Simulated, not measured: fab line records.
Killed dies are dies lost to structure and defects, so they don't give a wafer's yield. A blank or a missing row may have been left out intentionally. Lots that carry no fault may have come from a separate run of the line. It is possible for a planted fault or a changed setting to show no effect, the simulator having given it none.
Comparing a struck lot with a sound one / flow nand-harc / 43 steps out of a route of 1159
Sound: the wafers L588.1, L588.2, L588.6. The struck wafers were L594.1, L594.2, L594.3. The cause is named last.
Each step with rows lists, per side, the tool, then ch with its chambers, then its first start. Under that, the readings that differ: sound wafers / struck wafers / difference of the means / sigmas: that difference in standard deviations of wafers without a fault.
alike: readings whose means differ by less than 2 such deviations, and words and numbers that are the same on both sides. not compared: withheld readings, readings that some wafer has no value for, bounds like >300 that may hide the same value, and numbers for which the record gives no deviation and whose values overlap.
A row with sigmas, a row that says differs or no value, or rows on one side alone: a step with any of these is where the two part. When numbers do not overlap yet have no deviation, they are printed without sigmas and do not part them. Lack of a reading on every wafer of one side parts them only where that side has two or more wafers.

NHARC_A_CONTACT_ETCH_131: etches the open film in C4F8/O2/Ar, time 155 s, target depth 956 nm.
  sound on har-cap-etch-01 ch 0,1, day 17 03:59; struck on har-cap-etch-01 ch 0,1, day 19 07:31
  not compared: rf-hours-counter-h
then, 1 step without rows for these wafers: NHARC_A_CONTACT_ETCH_132 (etches the open film in C4F8/O2/Ar, time 156 s, target depth 958 nm).
NHARC_A_CONTACT_ETCH_133: etches the open film in C4F8/O2/Ar, time 195 s, target depth 840 nm.
  sound on har-cap-etch-01 ch 0,1, day 17 04:16; struck on har-cap-etch-01 ch 0,1, day 19 07:48
  not compared: rf-hours-counter-h
then, 2 steps without rows for these wafers: NHARC_A_CONTACT_ETCH_91 (etches the open film in CH3F/O2, target depth 40 nm, time 85.7 s); NHARC_A_CONTACT_ETCH_97 (etches the open film in C4F6/O2, target depth 20 nm, time 10 s).
NHARC_A_CONTACT_CD_MEAS_80:
  sound on cd-sem-03 at day 17 05:23; struck on cd-sem-03 at day 19 08:35
  alike: cd-nm
then, 6 steps without rows for these wafers: NHARC_A_CONTACT_STRIP_103 (strips in N2/H2); NHARC_A_CONTACT_STRIP_104 (strips in CF4/CHF3); NHARC_A_CONTACT_STRIP_105 (strips in O2/COS); NHARC_A_CONTACT_ETCH_106 (etches the open film in CF4/O2, target depth 60 nm, overetch 6 nm, time 33 s); NHARC_A_CONTACT_STRIP_82 (strips in O2); NHARC_A_CONTACT_STRIP_83 (strips in post etch residue remover, time 600 s).
NHARC_A_CONTACT_DEP_84: deposits aC, target thk 2000 nm.
  sound on acl-dep-03 ch 0, day 17 07:46; struck on acl-dep-03 ch 0, day 19 10:32
  alike: throttle-valve-pct
then, 11 steps without rows for these wafers: NHARC_A_CONTACT_DEP_85 (deposits SiON, target thk 50 nm); NHARC_A_CONTACT_DEHYDRATE_00 (time 120 s); NHARC_A_CONTACT_HMDS_01 (time 30 s); NHARC_A_CONTACT_COAT_86 (time 75 s); NHARC_A_CONTACT_COAT_87 (time 65 s); NHARC_A_CONTACT_COAT_02 (resist thk 90 nm); NHARC_A_CONTACT_SOFTBAKE_03 (time 55 s); NHARC_A_CONTACT_EBR_04; NHARC_A_CONTACT_EXPOSE_05 (exposes mask A CC); NHARC_A_CONTACT_PEB_06 (peb time 65 s); NHARC_A_CONTACT_DEVELOP_07 (develop time 35 s).
NHARC_A_CONTACT_CD_MEAS_08 targets a cd of 100 nm.
  sound on cd-sem-02 ch 0, day 17 09:44; struck on cd-sem-03 ch 0, day 19 12:23
  alike: cd-nm
NHARC_A_CONTACT_OVL_MEAS_09:
  sound on overlay-02 at day 17 09:50; struck on overlay-01 at day 19 12:29
  alike: overlay-x-nm, overlay-y-nm
NHARC_A_CONTACT_INSPECT_10:
  sound on defect-inspect-02 at day 17 09:52; struck on defect-inspect-02 at day 19 12:31
  alike: raw-defect-count
then, 2 steps without rows for these wafers: NHARC_A_CONTACT_DESCUM_13 (chemistry O2, time 3 s); NHARC_A_CONTACT_ETCH_88 (etches the open film in CF4, target depth 39 nm, time 65 s).
NHARC_A_CONTACT_ETCH_89: etches the open film in N2/H2, target depth 260 nm, time 475.3 s.
  sound: rie-diel-13 ch 0,2,3; struck: rie-diel-13 ch 0,1,2
  alike: drypump-motor-current-A, h2-flow-sccm, oes-product-au, rf-fwd-power-W, rf-vpp-V, showerhead-plenum-p-Torr, throttle-valve-pct
  not compared: rf-hours-counter-h
NHARC_A_CONTACT_ETCH_30: etches the open film in CF4/CHF3, target depth 60.5 nm, time 30.2 s.
  sound: rie-diel-13 ch 0,2; struck: rie-diel-13 ch 1,2,3
  alike: drypump-motor-current-A, oes-product-au, rf-fwd-power-W, rf-vpp-V, showerhead-plenum-p-Torr, throttle-valve-pct
  not compared: rf-hours-counter-h
then, 2 steps without rows for these wafers: NHARC_A_CONTACT_ETCH_31 (etches the open film in O2/COS, target depth 2000 nm, time 520 s); NHARC_A_CONTACT_ETCH_134 (etches the open film in C4F8/O2/Ar, time 140 s, target depth 700 nm).
NHARC_A_CONTACT_ETCH_135: etches the open film in C4F8/O2/Ar, time 132 s, target depth 1287 nm.
  sound on har-cap-etch-03 ch 0,1, day 17 11:14; struck on har-cap-etch-03 ch 0,1, day 19 13:49
  not compared: rf-hours-counter-h
then, 6 steps without rows for these wafers: NHARC_A_CONTACT_ETCH_136 (etches the open film in C4F8/O2/Ar, time 132 s, target depth 1287 nm); NHARC_A_CONTACT_ETCH_137 (etches the open film in C4F8/O2/Ar, time 132 s, target depth 1287 nm); NHARC_A_CONTACT_ETCH_138 (etches the open film in C4F8/O2/Ar, time 132 s, target depth 1289 nm); NHARC_A_CONTACT_ETCH_139 (etches the open film in C4F8/O2/Ar, time 137 s, target depth 590 nm); NHARC_A_CONTACT_ETCH_92 (etches the open film in CH3F/O2, target depth 40 nm, time 85.7 s); NHARC_A_CONTACT_ETCH_98 (etches the open film in C4F6/O2, target depth 20 nm, time 10 s).
NHARC_A_CONTACT_CD_MEAS_15:
  sound on cd-sem-02 at day 17 12:21; struck on cd-sem-02 at day 19 14:58
  alike: cd-nm
then, 1 step without rows for these wafers: NHARC_A_CONTACT_STRIP_107 (strips in N2/H2).
-- break in the record here, with 5 days between the starts of the struck wafers on either side (left off in module A_CONTACT, picked up again in module END, where the first step shown is number 1159 on the route) --
NHARC_END_SORT_01:
  here the record holds rows for the struck wafers (prober-01 ch 0, day 24 11:41) but none for the sound ones

== WHERE THEY PART ==
At NHARC_END_SORT_01 and nowhere else, as far as this record goes.

WHY: what had been put in by the simulator
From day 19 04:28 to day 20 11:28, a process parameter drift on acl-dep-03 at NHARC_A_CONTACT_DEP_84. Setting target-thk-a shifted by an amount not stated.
